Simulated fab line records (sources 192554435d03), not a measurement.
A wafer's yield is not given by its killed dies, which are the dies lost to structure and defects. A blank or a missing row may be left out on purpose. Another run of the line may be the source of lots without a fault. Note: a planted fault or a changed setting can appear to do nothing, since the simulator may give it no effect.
fab line records | flow n5Finfet | part 2 of 2: steps 5 to 6 of 6
record lots=23 wafers=69 lastDay=19
route steps=1938 shown SD_EPI_N@273 SD_EPI_P@308 ILD0@340 DUMMY_REMOVAL@377 HKMG_FIN@388
lots that met no fault: from a run of the same line without faults
startH: the number of hours between the record's first day and the start of the first shown wafer of the lot | waitH: time in hours since the lot's previous step | " identical to the entry in the row above | L1.1+2: one row covering several wafers at once | - no value, or no start given | * or withheld: withheld | < > ~ a bound
route shown NAME@n: NAME is a module with steps in the file, n the number in the route of the first one | usual: the fault-free wafers' mean and standard deviation | same: alike in all rows | chamber/n: place in a boat | sites: each site's reading | _std_site: how widely they spread, as a standard deviation | _edge_site: outer sites' mean less inner sites' | radiusMm: for every site, how far away it sits from the centre of the wafer | mask NAME#n: copy n | behind: the most recent tool/chamber to have shaped the wafer | hold: cause of the lot's hold/its duration in hours/its outcome | device: names the non-switching transistor (n, p or np) | end of line: tests run on the same wafers once the route is complete | a step without rows: its recipe alone | killed: the dies lost at the first sort to structure and to defects; this is not the yield of the wafer | map: a wafer's dies, marking killed ones x, the rest . and places with no die _
set.NAME: the setting as run; set.NAME@STEP: as run at that earlier step | model.NAME: the simulator's own value behind a step, which no gauge read
the route's steps for a sample of lots (tables are steps, rows are wafers)
services: a tool's chamber out of use, with start hour (startH, from the record's first day; less than 0 if before it), hours out, and reason
## steps
# step N5_DUMMY_REMOVAL_HM_STRIP_01
# recipe chemistry=CH3F/O2 material=SiNx targetDepthA=40 stopOn=poly-Si timeS=6.8 overEtchFrac=0.3 ionEnergyEv=60 powerW=410 biasW=29 Ar_flow_sccm=150 CH3F_flow_sccm=30 O2_flow_sccm=20
# usual drypumpMotorCurrentA=5.7/0.55 oesProductAu=0.66/0.066 rfVppV=127.4/0.95 showerheadPlenumPTorr=1.98/0.056 throttleValvePct=16.32/0.18
# same timeS=6.8
# columns lot.wafer tool chamber startH waitH drypumpMotorCurrentA oesProductAu rfHoursCounterH rfVppV showerheadPlenumPTorr throttleValvePct
L074.1 rieDiel-04 2 69.67 0.0 5.2 0.60 163 126.1 1.91 16.34
L074.3 " 2 " " 5.2 0.60 - 127.3 1.91 16.33
L074.5 " 1 " " 5.1 0.76 - 126.5 2.03 16.22
L075.1 rieDiel-06 1 77.90 0.3 6.0 0.60 172 127.5 2.07 16.56
L075.3 " 3 " " 4.9 0.63 122 127.9 2.02 16.41
L075.6 " 1 " " 6.0 0.60 - 128.8 2.07 16.55
L076.2 rieDiel-04 3 83.73 0.0 5.6 0.66 96 126.6 1.94 16.37
L076.3 " 0 " " 5.9 0.82 2 126.8 1.98 16.14
L076.5 " 1 " " 5.1 0.75 - 127.2 2.03 16.22
L077.2 rieDiel-04 2 88.03 0.0 5.2 0.60 169 126.6 1.91 16.34
L077.4 " 1 " " 5.1 0.75 12 128.4 2.03 16.24
L077.6 " 2 " " 5.2 0.59 - 126.2 1.91 16.34
L078.1 rieDiel-06 2 95.64 0.1 5.7 0.65 111 127.1 1.92 16.33
L078.4 " 1 " " 6.0 0.60 176 129.7 2.07 16.55
L078.6 " 2 " " 5.7 0.64 - 127.9 1.92 16.36
L079.1 rieDiel-06 3 102.89 0.0 5.0 0.63 129 127.5 2.02 16.41
L079.2 " 0 " " 6.5 0.57 247 127.3 2.05 16.59
L079.4 " 1 " " 6.0 0.59 178 127.1 2.07 16.57
L080.1 rieDiel-06 2 108.10 0.0 5.7 0.64 115 127.5 1.92 16.37
L080.3 " 1 " " 6.0 0.59 179 126.7 2.07 16.58
L080.4 " 3 " " 4.9 0.62 130 126.4 2.01 16.41
L081.2 rieDiel-04 1 110.81 0.0 5.1 0.74 18 129.1 2.03 16.23
L081.4 " 3 " " 5.6 0.65 103 126.1 1.94 16.38
L081.6 " 3 " " 5.6 0.66 - 128.9 1.93 16.39
L082.1 rieDiel-02 2 120.37 0.0 6.5 0.68 58 125.8 1.96 16.15
L082.4 " 0 " " 5.4 0.74 - 128.5 2.02 15.97
L082.6 " 1 " " 6.4 0.62 - 128.8 2.07 15.97
L083.1 rieDiel-04 2 126.90 0.0 5.2 0.59 180 126.5 1.91 16.38
L083.2 " 0 " " 6.0 0.77 14 126.9 1.97 16.17
L083.5 " 3 " " 5.6 0.65 - 127.1 1.93 16.40
L084.2 rieDiel-04 2 132.49 0.0 5.2 0.59 181 127.2 1.90 16.36
L084.4 " 1 " " 5.1 0.72 24 127.2 2.03 16.25
L084.5 " 3 " " 5.6 0.65 - 127.0 1.93 16.39
L085.2 rieDiel-04 2 138.52 0.0 5.2 0.59 183 128.5 1.90 16.37
L085.4 " 0 " " 6.0 0.77 18 127.6 1.97 16.16
L085.6 " 1 " " 5.1 0.72 - 128.2 2.03 16.25
L086.2 rieDiel-04 2 145.24 0.0 5.2 0.59 185 126.0 1.90 16.36
L086.4 " 1 " " 5.1 0.72 28 127.6 2.03 16.27
L086.5 " 0 " " 5.9 0.76 - 126.8 1.97 16.18
L087.3 rieDiel-06 0 148.05 0.0 6.5 0.76 3 127.4 2.04 16.07
L087.4 " 2 " " 5.7 0.63 127 127.4 1.91 16.37
L087.5 " 3 " " 5.0 0.61 - 126.8 2.01 16.43
L088.1 rieDiel-06 2 151.29 0.0 5.7 0.62 129 126.7 1.91 16.38
L088.2 " 0 " " 6.5 0.76 4 128.1 2.04 16.09
L088.5 " 1 " " 6.0 0.58 - 127.5 2.06 16.60
L089.1 rieDiel-06 3 158.72 0.0 4.9 0.61 146 127.6 2.01 16.45
L089.2 " 2 " " 5.7 0.63 130 127.1 1.91 16.38
L089.4 " 0 " " 6.5 0.76 6 128.8 2.04 16.08
L090.1 rieDiel-04 1 164.27 0.0 5.1 0.71 33 128.4 2.02 16.29
L090.4 " 2 " " 5.2 0.58 191 126.0 1.90 16.39
L090.6 " 3 " " 5.5 0.64 - 127.2 1.93 16.42
L091.1 rieDiel-02 0 170.52 0.0 5.4 0.72 50 126.3 2.01 16.02
L091.2 " 3 " " 6.8 0.65 89 126.4 1.94 16.63
L091.4 " 1 " " 6.3 0.61 159 128.5 2.07 16.00
L092.2 rieDiel-02 2 177.84 0.0 6.5 0.66 75 127.0 1.95 16.19
L092.3 " 1 " " 6.4 0.60 161 128.7 2.07 16.01
L092.5 " 3 " " 6.8 0.66 - 128.5 1.94 16.64
L093.2 rieDiel-04 3 183.59 0.0 5.6 0.63 125 126.7 1.93 16.42
L093.4 " 2 " " 5.2 0.57 197 126.5 1.90 16.39
L093.6 " 0 " " 6.0 0.74 - 126.4 1.97 16.21
L094.3 rieDiel-04 3 191.01 0.2 5.6 0.63 127 126.8 1.93 16.41
L094.4 " 1 " " 5.1 0.69 43 128.2 2.02 16.28
L094.5 " 1 " " 5.1 0.70 - 126.6 2.02 16.29
L095.1 rieDiel-04 3 194.44 0.0 5.6 0.63 129 126.7 1.93 16.43
L095.3 " 1 " " 5.1 0.70 44 128.8 2.02 16.28
L095.4 " 0 " " 6.0 0.74 35 127.9 1.97 16.20
L096.1 rieDiel-02 1 206.86 0.0 6.4 0.60 170 128.8 2.07 16.02
L096.3 " 3 " " 6.8 0.65 100 127.3 1.94 16.64
L096.4 " 2 " " 6.5 0.66 81 126.4 1.95 16.21
# step N5_HKMG_FIN_ALD_74
# recipe material=La2O3 targetThkA=5 tempC=250 aldPrecursorFamily=La-Cp aldCoReactant=O3 pulseTimeS=6 coReactantPulseTimeS=1 purgeTimeS=3 coReactantPurgeTimeS=3
# usual heaterPowerW=355/26 precursorPulseHeightRel=1.000/0.019
# columns lot.wafer tool chamber startH waitH heaterPowerW precursorPulseHeightRel
L074.1 aldHk-01 2 70.68 0.2 322 0.985
L074.3 " 3 " " 346 0.973
L074.5 " 1 " " 354 1.023
L075.1 aldHk-03 2 78.88 0.2 381 0.974
L075.3 " 1 " " 349 1.010
L075.6 " 3 " " 388 1.001
L076.2 aldHk-03 2 84.73 0.2 381 1.011
L076.3 " 1 " " 351 1.001
L076.5 " 0 " " 331 0.972
L077.2 aldHk-03 3 88.98 0.2 391 0.991
L077.4 " 1 " " 357 0.992
L077.6 " 1 " " 351 1.009
L078.1 aldHk-02 0 96.69 0.2 335 0.977
L078.4 " 1 " " 424 0.973
L078.6 " 3 " " 310 0.995
L079.1 aldHk-01 1 103.88 0.2 349 0.979
L079.2 " 3 " " 345 1.041
L079.4 " 2 " " 334 0.992
L080.1 aldHk-03 1 109.06 0.2 350 0.995
L080.3 " 2 " " 369 0.980
L080.4 " 3 " " 387 1.010
L081.2 aldHk-02 2 112.05 0.2 373 1.021
L081.4 " 1 " " 413 0.996
L081.6 " 3 " " 312 0.999
L082.1 aldHk-02 3 121.47 0.2 321 1.008
L082.4 " 1 " " 411 0.977
L082.6 " 3 " " 319 1.037
L083.1 aldHk-01 0 127.85 0.2 367 1.032
L083.2 " 2 " " 331 0.972
L083.5 " 2 " " 325 0.991
L084.2 aldHk-03 3 133.45 0.2 389 1.001
L084.4 " 0 " " 324 0.963
L084.5 " 3 " " 391 0.985
L085.2 aldHk-01 2 139.68 0.2 326 0.988
L085.4 " 0 " " 366 1.035
L085.6 " 3 " " 350 1.010
L086.2 aldHk-03 3 146.32 0.2 402 1.001
L086.4 " 1 " " 354 1.007
L086.5 " 3 " " 395 0.981
L087.3 aldHk-02 0 149.07 0.1 345 1.000
L087.4 " 2 " " 366 1.017
L087.5 " 0 " " 340 1.004
L088.1 aldHk-02 3 152.25 0.2 328 1.017
L088.2 " 0 " " 342 0.963
L088.5 " 1 " " 408 0.988
L089.1 aldHk-01 1 159.67 0.2 356 0.987
L089.2 " 3 " " 364 1.013
L089.4 " 0 " " 367 0.990
L090.1 aldHk-01 0 165.23 0.2 365 1.008
L090.4 " 3 " " 350 0.990
L090.6 " 2 " " 328 1.009
L091.1 aldHk-02 0 171.68 0.2 334 1.021
L091.2 " 3 " " 316 0.986
L091.4 " 2 " " 375 0.994
L092.2 aldHk-01 3 178.83 0.2 342 1.015
L092.3 " 0 " " 359 1.012
L092.5 " 0 " " 362 1.027
L093.2 aldHk-01 2 184.56 0.2 332 0.981
L093.4 " 3 " " 354 1.004
L093.6 " 1 " " 351 1.054
L094.3 aldHk-03 1 191.97 0.1 359 0.985
L094.4 " 2 " " 375 0.998
L094.5 " 1 " " 348 0.974
L095.1 aldHk-03 1 195.46 0.2 358 1.011
L095.3 " 2 " " 370 1.009
L095.4 " 0 " " 328 0.971
L096.1 aldHk-01 1 207.84 0.2 349 0.997
L096.3 " 3 " " 347 0.981
L096.4 " 2 " " 337 1.011
## services
# columns tool chamber startH hours kind
aldHk-01 - 39.55 1.1 repair
cmp-04 - 44.56 5.1 pm
plasmaAsher-01 - 53.54 17.2 repair
rieDiel-03 2 54.26 1.3 repair
aldHk-01 - 55.78 14.6 pm
rieDiel-04 3 65.13 6.8 repair
cmp-03 - 73.45 3.1 repair
cmp-04 - 79.42 0.4 repair
plasmaAsher-01 - 85.42 2.8 pm
plasmaAsher-01 - 95.43 3.5 repair
rieDiel-02 3 119.82 11.3 repair
plasmaAsher-01 - 128.60 21.9 repair
cmp-03 - 128.98 12.4 pm
rieDiel-02 - 136.73 2.7 repair
plasmaAsher-02 - 150.53 14.6 pm
rieDiel-04 - 153.50 0.6 repair
rieDiel-06 1 160.12 7.3 repair
rieDiel-03 2 165.53 5.8 repair
cmp-03 - 168.02 4.0 pm
plasmaAsher-02 - 169.99 1.7 repair
cmp-04 - 184.95 0.2 repair
rieDiel-02 2 188.45 8.4 repair
rieDiel-06 1 198.28 9.6 repair
rieDiel-03 2 206.92 7.6 repair
